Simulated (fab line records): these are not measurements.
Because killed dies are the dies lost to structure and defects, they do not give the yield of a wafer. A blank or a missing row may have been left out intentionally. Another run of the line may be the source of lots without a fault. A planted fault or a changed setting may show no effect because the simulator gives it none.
fab line records + flow nand_harc
record:
- lots: 7
- wafers: 21
- last_day: 32
route steps=1302 shown A_M1@1201 A_BONDPAD@1202
lots that met no fault: taken from a fault-free run of the same line
start_h: the number of hours between the record's first day and the start of the first shown wafer of the lot + wait_h: hours since the lot's step before + " repeats the value in the row above + L1.1+2: one row covering several wafers at once + - value missing, or start not given + * or withheld: withheld + < > ~ a bound
route shown NAME@n: a module of which the file shows steps, and the number in the route of the first + usual: mean/standard deviation taken from wafers without a fault + same: alike in all rows + chamber/n: place in a boat + sites: the reading at each site + _std_site: the values' standard deviation + _edge_site: mean of outer sites minus mean of inner sites + radius_mm: how far each site lies from the wafer's centre + mask NAME#n: copy n + behind: the most recent tool/chamber to have shaped the wafer + hold: the reason the lot was held/the length of the hold in hours/how it ended + device: the n, p or np transistor that did not switch + end of line: at the end of the route, the tests of the same wafers + step lacking rows: just its recipe + killed: dies lost to structure and defects at the first sort, not the wafer's yield + map: a wafer's dies, x killed, . not, _ none there
set.NAME: the setting that was run; set.NAME@STEP: the one run at that earlier step + model.NAME: the simulator's own value behind a step, which no gauge read
lots at selected steps of the route; one table per step, one row per wafer
services: when a tool's chamber went out of use (start_h, in hours from the record's first day, below 0 if earlier), for how many hours, and the reason
== steps ==
step: NHARC_A_M1_DEP_33
recipe:
- target_thk_a: 300
- temp_c: 370
- target_thk_nm: 30
- pressure_torr: 3
- flow_sccm: 200
- rf_w: 450
- material: SiCN
usual:
- heater_power_w: 551/73
| lot.wafer | tool     | chamber | start_h | wait_h | heater_power_w |
|-----------|----------|---------|---------|--------|----------------|
| L323.2    | pecvd-01 | 2       | 563.99  | 0.1    | 555            |
| L323.4    | "        | 2       | "       | "      | 564            |
| L323.6    | "        | 1       | "       | "      | 463            |
| L325.3    | pecvd-01 | 2       | 591.61  | 0.1    | 498            |
| L325.1    | "        | 0       | "       | "      | 562            |
| L325.6    | "        | 0       | "       | "      | 565            |
| L326.3    | pecvd-04 | 0       | 597.67  | 0.1    | 669            |
| L326.1    | "        | 1       | "       | "      | 441            |
| L326.6    | "        | 1       | "       | "      | 455            |
| L327.2    | pecvd-04 | 0       | 602.08  | 0.1    | 621            |
| L327.5    | "        | 1       | "       | "      | 463            |
| L327.6    | "        | 0       | "       | "      | 632            |
| L330.3    | pecvd-01 | 0       | 643.62  | 0.1    | 575            |
| L330.4    | "        | 1       | "       | "      | 465            |
| L330.5    | "        | 0       | "       | "      | 578            |
| L336.2    | pecvd-02 | 1       | 702.04  | 0.1    | 587            |
| L336.6    | "        | 2       | "       | "      | 477            |
| L336.4    | "        | 0       | "       | "      | 577            |
| L339.1    | pecvd-04 | 1       | 730.03  | 0.1    | 488            |
| L339.3    | "        | 2       | "       | "      | 606            |
| L339.6    | "        | 0       | "       | "      | 608            |
step: NHARC_A_BONDPAD_DEP_00
recipe:
- target_thk_a: 2500
- temp_c: 370
- target_thk_nm: 250
- pressure_torr: 3
- flow_sccm: 200
- rf_w: 450
- material: SiCN
usual:
- heater_power_w: 560/72
| lot.wafer | tool     | chamber | start_h | wait_h | heater_power_w |
|-----------|----------|---------|---------|--------|----------------|
| L323.2    | pecvd-01 | 2       | 564.67  | -      | 619            |
| L323.4    | "        | 2       | "       | "      | 651            |
| L323.6    | "        | 2       | "       | "      | 496            |
| L325.3    | pecvd-03 | 2       | 592.16  | -      | 707            |
| L325.1    | "        | 0       | "       | "      | 554            |
| L325.6    | "        | 0       | "       | "      | 553            |
| L326.3    | pecvd-03 | 0       | 598.21  | -      | 506            |
| L326.1    | "        | 1       | "       | "      | 425            |
| L326.6    | "        | 0       | "       | "      | 508            |
| L327.2    | pecvd-01 | 0       | 602.55  | -      | 657            |
| L327.5    | "        | 0       | "       | "      | 680            |
| L327.6    | "        | 2       | "       | "      | 597            |
| L330.3    | pecvd-01 | 1       | -       | -      | 428            |
| L330.4    | "        | 2       | "       | "      | 567            |
| L330.5    | "        | 1       | "       | "      | 443            |
| L336.2    | pecvd-01 | 1       | 702.60  | -      | 515            |
| L336.6    | "        | 0       | "       | "      | 654            |
| L336.4    | "        | 1       | "       | "      | 527            |
| L339.3    | pecvd-02 | 2       | 730.54  | -      | 571            |
| L339.1    | "        | 1       | "       | "      | 612            |
| L339.6    | "        | 0       | "       | "      | 557            |
step: NHARC_A_BONDPAD_CMP_29
recipe:
- target_thk_nm: 200
- material: SiCN
usual:
- motor_current_A: 12.6/1.5
- retaining_ring_pressure_frac: 1.000/0.0053
- slurry_filter_dp_kPa: 13.49/0.14
| lot.wafer | tool   | chamber | start_h | wait_h | motor_current_A | retaining_ring_pressure_frac | slurry_filter_dp_kPa |
|-----------|--------|---------|---------|--------|-----------------|------------------------------|----------------------|
| L323.2    | cmp-01 | 3       | 565.21  | 0.5    | 13.6            | 1.007                        | 13.47                |
| L323.4    | "      | 1       | "       | "      | 12.2            | 1.005                        | 13.53                |
| L323.6    | "      | 3       | "       | "      | 13.6            | 1.011                        | 13.44                |
| L325.1    | cmp-04 | 3       | 592.57  | -      | 11.9            | 0.996                        | 13.58                |
| L325.3    | "      | 0       | "       | "      | 9.5             | 0.988                        | 13.42                |
| L325.6    | "      | 3       | "       | "      | 11.9            | 0.995                        | 13.79                |
| L326.3    | cmp-02 | 1       | 598.64  | -      | 14.1            | 0.996                        | 13.52                |
| L326.1    | "      | 3       | "       | "      | 12.7            | 1.001                        | 13.35                |
| L326.6    | "      | 1       | "       | "      | 14.1            | 0.992                        | 13.62                |
| L327.2    | cmp-04 | 3       | 603.13  | 0.5    | 12.2            | 0.993                        | 13.29                |
| L327.6    | "      | 2       | "       | "      | 13.6            | 1.012                        | 13.43                |
| L327.5    | "      | 3       | "       | "      | 12.6            | 1.007                        | 13.38                |
| L330.3    | cmp-02 | 0       | 644.55  | -      | 14.8            | 1.006                        | 13.28                |
| L330.4    | "      | 1       | "       | "      | 14.6            | 0.996                        | 13.56                |
| L330.5    | "      | 2       | "       | "      | 11.5            | 1.001                        | 13.53                |
| L336.2    | cmp-02 | 2       | 702.92  | -      | 11.8            | 0.999                        | 13.54                |
| L336.4    | "      | 1       | "       | "      | 13.4            | 1.005                        | 13.43                |
| L336.6    | "      | 3       | "       | "      | 12.1            | 0.995                        | 13.33                |
| L339.3    | cmp-04 | 2       | 730.95  | -      | 12.4            | 1.004                        | 13.34                |
| L339.1    | "      | 3       | "       | "      | 12.3            | 1.000                        | 13.41                |
| L339.6    | "      | 3       | "       | "      | 11.8            | 1.000                        | 13.77                |
step: NHARC_A_BONDPAD_THK_MEAS_30
recipe:
- thk_meas_gauge: ellipsometry
usual:
- thk_nm: 200.3/1.6
| lot.wafer | tool          | chamber | start_h | wait_h | thk_nm |
|-----------|---------------|---------|---------|--------|--------|
| L323.2    | film_metro-01 | -       | 565.46  | 0.2    | 201.8  |
| L323.4    | "             | -       | "       | "      | 201.9  |
| L323.6    | "             | -       | "       | "      | 203.5  |
| L325.1    | film_metro-01 | -       | 592.82  | 0.2    | 203.0  |
| L325.3    | "             | -       | "       | "      | 199.5  |
| L325.6    | "             | -       | "       | "      | 201.2  |
| L326.1    | film_metro-02 | -       | 598.87  | 0.1    | 199.2  |
| L326.3    | "             | -       | "       | "      | 200.2  |
| L326.6    | "             | -       | "       | "      | 201.3  |
| L327.2    | film_metro-01 | -       | 603.35  | 0.2    | 200.1  |
| L327.5    | "             | -       | "       | "      | 201.6  |
| L327.6    | "             | -       | "       | "      | 201.5  |
| L330.3    | film_metro-01 | -       | 644.75  | 0.2    | 199.7  |
| L330.4    | "             | -       | "       | "      | 201.1  |
| L330.5    | "             | -       | "       | "      | 200.5  |
| L336.2    | film_metro-02 | -       | 703.17  | 0.2    | 198.7  |
| L336.4    | "             | -       | "       | "      | 199.0  |
| L336.6    | "             | -       | "       | "      | 200.0  |
| L339.1    | film_metro-01 | -       | 731.20  | 0.2    | 202.0  |
| L339.3    | "             | -       | "       | "      | 200.1  |
| L339.6    | "             | -       | "       | "      | 201.7  |
step: NHARC_A_BONDPAD_SRD_31
step: NHARC_A_BONDPAD_DEHYDRATE_01
recipe:
- temp_c: 150
- time_s: 120
step: NHARC_A_BONDPAD_HMDS_02
recipe:
- time_s: 30
step: NHARC_A_BONDPAD_COAT_33
recipe:
- temp_c: 200
- time_s: 65
step: NHARC_A_BONDPAD_COAT_03
recipe:
- spin_rpm: 2000
- resist_thk_nm: 600
step: NHARC_A_BONDPAD_SOFTBAKE_04
recipe:
- temp_c: 125
- time_s: 70
step: NHARC_A_BONDPAD_EBR_05
step: NHARC_A_BONDPAD_EXPOSE_06
recipe:
- na: 0.55
- dose_mj: 36.99
- mask_id: A_BPAD
step: NHARC_A_BONDPAD_PEB_07
recipe:
- peb_temp_c: 128
- peb_time_s: 80
usual:
- chill_plate_temp_C: 22.99/0.11
- exhaust_pa: 44.9/0.78
| lot.wafer | tool           | chamber | start_h | wait_h | chill_plate_temp_C | exhaust_pa |
|-----------|----------------|---------|---------|--------|--------------------|------------|
| L323.2    | litho_track-02 | 0       | 565.94  | 0.1    | 23.12              | 43.9       |
| L323.4    | "              | 0       | "       | "      | 23.23              | 43.8       |
| L323.6    | "              | 0       | "       | "      | 22.94              | 44.9       |
| L325.1    | litho_track-02 | 0       | 593.30  | 0.1    | 22.73              | 45.2       |
| L325.3    | "              | 0       | "       | "      | 22.93              | 45.0       |
| L325.6    | "              | 0       | "       | "      | 22.86              | 46.2       |
| L326.1    | litho_track-02 | -       | 599.22  | 0.1    | -                  | -          |
| L326.3    | "              | -       | "       | "      | -                  | -          |
| L326.6    | "              | -       | "       | "      | -                  | -          |
| L327.2    | litho_track-02 | -       | 603.83  | 0.1    | -                  | -          |
| L327.5    | "              | -       | "       | "      | -                  | -          |
| L327.6    | "              | -       | "       | "      | -                  | -          |
| L330.3    | litho_track-05 | -       | 645.11  | 0.0    | -                  | -          |
| L330.4    | "              | -       | "       | "      | -                  | -          |
| L330.5    | "              | -       | "       | "      | -                  | -          |
| L336.2    | litho_track-02 | 0       | 703.65  | 0.1    | 23.09              | 45.0       |
| L336.4    | "              | 0       | "       | "      | 22.85              | 45.0       |
| L336.6    | "              | 0       | "       | "      | 23.05              | 44.0       |
| L339.1    | litho_track-07 | 0       | 731.68  | 0.1    | 23.06              | 44.5       |
| L339.3    | "              | 0       | "       | "      | 23.09              | 45.4       |
| L339.6    | "              | 0       | "       | "      | 23.12              | 44.9       |
step: NHARC_A_BONDPAD_DEVELOP_08
recipe:
- time_s: 50
- dev_temp_c: 22
== services ==
| tool           | chamber | start_h | hours | kind   |
|----------------|---------|---------|-------|--------|
| pecvd-03       | -       | 547.00  | 13.0  | pm     |
| cmp-02         | -       | 558.11  | 0.5   | repair |
| pecvd-01       | 0       | 558.26  | 10.0  | repair |
| cmp-02         | -       | 561.12  | 0.3   | repair |
| cmp-01         | -       | 574.23  | 0.4   | repair |
| cmp-04         | -       | 575.50  | 0.9   | repair |
| litho_track-02 | -       | 577.00  | 7.0   | pm     |
| cmp-01         | -       | 577.62  | 4.0   | pm     |
| pecvd-02       | -       | 589.13  | 13.0  | pm     |
| cmp-02         | -       | 590.27  | 3.7   | repair |
| litho_track-07 | -       | 601.00  | 7.0   | pm     |
| cmp-02         | -       | 604.23  | 1.3   | repair |
| cmp-04         | -       | 605.75  | 4.0   | pm     |
| pecvd-04       | -       | 610.05  | 0.5   | repair |
| cmp-02         | -       | 626.66  | 4.0   | pm     |
| pecvd-03       | -       | 629.85  | 2.7   | repair |
| pecvd-04       | -       | 631.34  | 13.0  | pm     |
| pecvd-03       | -       | 633.34  | 106.0 | repair |
| cmp-02         | -       | 650.17  | 2.3   | repair |
| cmp-04         | -       | 658.90  | 1.7   | repair |
| pecvd-01       | -       | 673.57  | 13.0  | pm     |
| cmp-04         | -       | 703.75  | 4.0   | pm     |
| pecvd-04       | -       | 715.44  | 1.6   | repair |
| cmp-02         | -       | 724.66  | 4.0   | pm     |
== key ==
first_sign:
- step: NHARC_A_BONDPAD_PEB_07
- reading: tool_record
- direction: missing
effect none on later readings
met_at NHARC_A_BONDPAD_PEB_07
struck_wafers L326.1,L326.3,L326.6,L327.2,L327.5,L327.6,L330.3,L330.4,L330.5
later_rows_left_out L326.1,L326.3,L326.6,L327.2,L327.5,L327.6,L330.3,L330.4,L330.5
sort_left_out L326.1,L326.3,L326.6,L327.2,L327.5,L327.6,L330.3,L330.4,L330.5
onset_between 593.30 599.22
fault:
- kind: skipped_step_whole
- tool: litho_track-02,litho_track-05
- chamber: -
- onset_h: 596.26
- steps: NHARC_A_BONDPAD_PEB_07
- scope: struck_lots_only
sort_left_out: the simulated sort isn't trusted on such a fault, so these wafers' sort isn't shown, and their yield isn't known
later_rows_left_out: the simulator's readings of these wafers behind a module that went badly wrong aren't trusted and aren't shown, but for the sort
